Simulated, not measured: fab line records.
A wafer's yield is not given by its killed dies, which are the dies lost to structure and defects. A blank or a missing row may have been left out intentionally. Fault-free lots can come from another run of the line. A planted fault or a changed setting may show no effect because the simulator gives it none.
8D (eight disciplines) problem report, filled in by code    flow n5-finfet    the parts of the form that need people (team, actions taken, sign-off) are left out

## 1. PROBLEM STATEMENT
Mean of killed_at_M0_to_M3 at N5_PASSIVATION_PROBE_49: 112 across 2 wafers in 2 lots; on wafers with no fault it is 32 (standard deviation 9.3). Relative to the usual mean, that is a shift of +8.6 standard deviations.
First observed at day 14 20:31: wafer L770.4, on prober-01. Wafers with a number at this step in the record: 18, from 6 lots. The rule behind "out" and "out of limits": a value lying over 4 standard deviations away from the usual mean. The rest of the wafers with a number are treated as sound.

## 2. WHAT IT IS AND WHAT IT IS NOT
question                     is                  is not
which readings at this step  killed_at_M0_to_M3  killed_at_M4_up, killed-at-contacts, killed-at-front-end, killed-at-other, killed-open, sort_bin_6_memory, sort_bin_8_speed
which lots                   L770, L772          L768, L779, L783, L788
which wafers of those lots   L770.4, L772.1      L770.2, L770.5, L772.3, L772.6
read on which tools          prober-01           prober-02
when                         from day 14 20:31   up to then (4 sound wafers); but 12 sound wafers of L770, L772, L779, L783, L788 came after

## 3. SUSPECTS, AND WHAT RULES EACH OUT
Counting: a tool at a process step up to the reading stays a suspect if it ran every lot that is out. Sound lots after the first of them don't rule it out here, since some wafers of a struck lot are sound.
- ald-metal-03 at N5_BEOL_M0_ALD_136 (deposits TaN, pulse time 2 s, purge time 3 s, co reactant purge time 2 s): kept. It ran every lot that is out, first L770 (day 6 17:55).
- prober-01 at N5_PASSIVATION_PROBE_49: kept. It ran every lot that is out, first L770 (day 14 20:25). On those wafers its own readings are out: killed_at_M0_to_M3.
- ald-metal-03, N5_BEOL_M0_ALD_136: wafers that are out in chamber 2, sound lot-mates in chambers 0, 1, 3.
The count leaves prober-01 at N5_PASSIVATION_PROBE_49 and ald-metal-03 at N5_BEOL_M0_ALD_136.

## 4. THE CAUSE (what the simulator had put in)
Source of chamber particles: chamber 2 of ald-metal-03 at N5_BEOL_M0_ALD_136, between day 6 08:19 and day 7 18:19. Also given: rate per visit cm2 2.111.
Of the 2 suspects that counting leaves, this tool is one.

## 5. SEQUENCE OF EFFECTS, ordered by route
Each row: a reading whose mean over the struck wafers that have a number lies more than 3 standard deviations from the usual. Readings are gone through only where the record gives a usual standard deviation; hours: the median, over the lots, of the time from a lot's start at the first step in this table giving one to that lot's start at this step; sigmas: the change measured in usual standard deviations.
hours  step                     reading               usual   on struck wafers  change  sigmas
0      N5_PASSIVATION_PROBE_49  defect-limited-yield  91.1 %  84.8              -6.3    -4.5
0      N5_PASSIVATION_PROBE_49  killed_at_M0_to_M3    32      112               +80     +8.6
0      N5_PASSIVATION_PROBE_49  killed-dies           104     180               +76     +4.4
0      N5_PASSIVATION_PROBE_49  killed-on-rim         14      29                +15     +3.8
0      N5_PASSIVATION_PROBE_49  sort_bin_5_function   5.2 %   8.6               +3.4    +3.5
0      N5_PASSIVATION_PROBE_49  sort-n-pass           1075    1000              -75     -4.4
0      N5_PASSIVATION_PROBE_49  sort-yield-pct        91.1 %  84.8              -6.3    -4.5
It contains these process steps:
- N5_PASSIVATION_PROBE_49

## 6. HOW IT WOULD HAVE BEEN CAUGHT EARLIER
First out-of-limits reading in this record: day 14 20:31, which is 204 hours after fault onset at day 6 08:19.
An alarm limit of 4 standard deviations would not have fired on the tool readings at N5_BEOL_M0_ALD_136 for which the record gives a usual standard deviation, since none of them was out on any struck wafer.
Each of the lots that are out, 2 in all, had begun N5_BEOL_M0_ALD_136 on ald-metal-03 no later than day 14 20:31. None of them would have been spared by holding the tool at that moment.
